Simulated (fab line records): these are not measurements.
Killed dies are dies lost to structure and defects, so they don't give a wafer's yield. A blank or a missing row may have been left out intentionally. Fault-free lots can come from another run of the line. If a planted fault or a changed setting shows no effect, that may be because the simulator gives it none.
Lot-split experiment / flow n5_finfet / 21 wafers read from 7 lots, route of 1938 steps

ABOUT THE SPLIT
At N5_MIM_BOT_SPUTTER_00 (material TiN, target thk 35 nm, time 89.7 s), the setting time_s was moved away from the recipe's 89.7 s on 5 of the 21 wafers read, by -5.2% to +9.4%. All remaining wafers had this setting at the recipe value.

The reading comes from the split's own step.

THE READING
TiN_of_MIM_BOT_SPUTTER_00.thk_nm (the simulator's own value, which no gauge read), in nm, at N5_MIM_BOT_SPUTTER_00 (material TiN, target thk 35 nm, time 89.7 s). The file does not state a usual value for it. Across the 16 wafers here that went through the recipe, the average is 35.1 nm and the standard deviation 0.23 nm.

wafer=L076.1; tool, chamber at the split=pvd_sputter-01, -; time_s as run, s=89.7; against the recipe=recipe; TiN_of_MIM_BOT_SPUTTER_00.thk_nm, nm=34.8; against lot-mates on the recipe=-
wafer=L076.2; tool, chamber at the split=pvd_sputter-01, -; time_s as run, s=89.7; against the recipe=recipe; TiN_of_MIM_BOT_SPUTTER_00.thk_nm, nm=35.4; against lot-mates on the recipe=-
wafer=L076.4; tool, chamber at the split=pvd_sputter-01, -; time_s as run, s=89.7; against the recipe=recipe; TiN_of_MIM_BOT_SPUTTER_00.thk_nm, nm=35.2; against lot-mates on the recipe=-
wafer=L082.1; tool, chamber at the split=pvd_sputter-03, -; time_s as run, s=89.7; against the recipe=recipe; TiN_of_MIM_BOT_SPUTTER_00.thk_nm, nm=35; against lot-mates on the recipe=-
wafer=L082.2; tool, chamber at the split=pvd_sputter-03, -; time_s as run, s=89.7; against the recipe=recipe; TiN_of_MIM_BOT_SPUTTER_00.thk_nm, nm=34.6; against lot-mates on the recipe=-
wafer=L082.6; tool, chamber at the split=pvd_sputter-03, -; time_s as run, s=98.14; against the recipe=+9.4%; TiN_of_MIM_BOT_SPUTTER_00.thk_nm, nm=38.2; against lot-mates on the recipe=+3.4
wafer=L089.2; tool, chamber at the split=pvd_sputter-03, -; time_s as run, s=89.7; against the recipe=recipe; TiN_of_MIM_BOT_SPUTTER_00.thk_nm, nm=34.8; against lot-mates on the recipe=-
wafer=L089.3; tool, chamber at the split=pvd_sputter-03, -; time_s as run, s=96.41; against the recipe=+7.5%; TiN_of_MIM_BOT_SPUTTER_00.thk_nm, nm=37.2; against lot-mates on the recipe=+2.4
wafer=L089.6; tool, chamber at the split=pvd_sputter-03, -; time_s as run, s=96.41; against the recipe=+7.5%; TiN_of_MIM_BOT_SPUTTER_00.thk_nm, nm=37.6; against lot-mates on the recipe=+2.8
wafer=L094.1; tool, chamber at the split=pvd_sputter-02, -; time_s as run, s=89.7; against the recipe=recipe; TiN_of_MIM_BOT_SPUTTER_00.thk_nm, nm=35.2; against lot-mates on the recipe=-
wafer=L094.5; tool, chamber at the split=pvd_sputter-02, -; time_s as run, s=89.7; against the recipe=recipe; TiN_of_MIM_BOT_SPUTTER_00.thk_nm, nm=35.2; against lot-mates on the recipe=-
wafer=L094.6; tool, chamber at the split=pvd_sputter-02, -; time_s as run, s=89.7; against the recipe=recipe; TiN_of_MIM_BOT_SPUTTER_00.thk_nm, nm=35.2; against lot-mates on the recipe=-
wafer=L093.4; tool, chamber at the split=pvd_sputter-03, -; time_s as run, s=89.7; against the recipe=recipe; TiN_of_MIM_BOT_SPUTTER_00.thk_nm, nm=35.4; against lot-mates on the recipe=-
wafer=L093.5; tool, chamber at the split=pvd_sputter-03, -; time_s as run, s=89.7; against the recipe=recipe; TiN_of_MIM_BOT_SPUTTER_00.thk_nm, nm=35.4; against lot-mates on the recipe=-
wafer=L093.6; tool, chamber at the split=pvd_sputter-03, -; time_s as run, s=89.7; against the recipe=recipe; TiN_of_MIM_BOT_SPUTTER_00.thk_nm, nm=35; against lot-mates on the recipe=-
wafer=L092.1; tool, chamber at the split=pvd_sputter-02, -; time_s as run, s=89.7; against the recipe=recipe; TiN_of_MIM_BOT_SPUTTER_00.thk_nm, nm=35.2; against lot-mates on the recipe=-
wafer=L092.4; tool, chamber at the split=pvd_sputter-02, -; time_s as run, s=89.7; against the recipe=recipe; TiN_of_MIM_BOT_SPUTTER_00.thk_nm, nm=35; against lot-mates on the recipe=-
wafer=L092.5; tool, chamber at the split=pvd_sputter-02, -; time_s as run, s=89.7; against the recipe=recipe; TiN_of_MIM_BOT_SPUTTER_00.thk_nm, nm=34.8; against lot-mates on the recipe=-
wafer=L096.1; tool, chamber at the split=pvd_sputter-01, -; time_s as run, s=85; against the recipe=-5.2%; TiN_of_MIM_BOT_SPUTTER_00.thk_nm, nm=33.2; against lot-mates on the recipe=-1.8
wafer=L096.2; tool, chamber at the split=pvd_sputter-01, -; time_s as run, s=89.7; against the recipe=recipe; TiN_of_MIM_BOT_SPUTTER_00.thk_nm, nm=35; against lot-mates on the recipe=-
wafer=L096.6; tool, chamber at the split=pvd_sputter-01, -; time_s as run, s=85; against the recipe=-5.2%; TiN_of_MIM_BOT_SPUTTER_00.thk_nm, nm=32.6; against lot-mates on the recipe=-2.4

THE FIT
A straight line over all 21 wafers: TiN_of_MIM_BOT_SPUTTER_00.thk_nm changes by +0.344 nm for each +1% of time_s; r = +0.98; the points scatter about the line by 0.28 nm.
The same after taking each lot's own level away (the mean of its wafers on the recipe; 21 wafers): +0.366 nm for each +1%; r = +0.99; scatter 0.2 nm.
According to that fit, moving time_s by its largest amount changes the reading by 3.4 nm.
From 34.80 to 35.27 nm: that is the span of the lots' own levels, equal to 2.0 times the standard deviation above.
Consequently the slope shifts little with the lot-to-lot level, the two slopes agreeing.
Check: for one of the wafers moved furthest among these (+9.4%), held out of the fit, the line's prediction against its lot-mates is +3.41 nm. It came out at +3.4 nm against them.

THE OTHER SPLITS THESE WAFERS WENT THROUGH
Note: prior to the reading, these wafers also went through further splits. Each is held against what the fit with the lots' levels taken away leaves over:
other split on the same wafers=N5_BEOL_M15_COAT_04 spin_rpm; wafers away from the commonest value=9; r with TiN_of_MIM_BOT_SPUTTER_00.thk_nm (lot level and that fit taken away)=+0.39

FILE'S OWN FIT
TiN_of_MIM_BOT_SPUTTER_00.thk_nm changes by +0.363 nm for each +1% of time_s, r = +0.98.
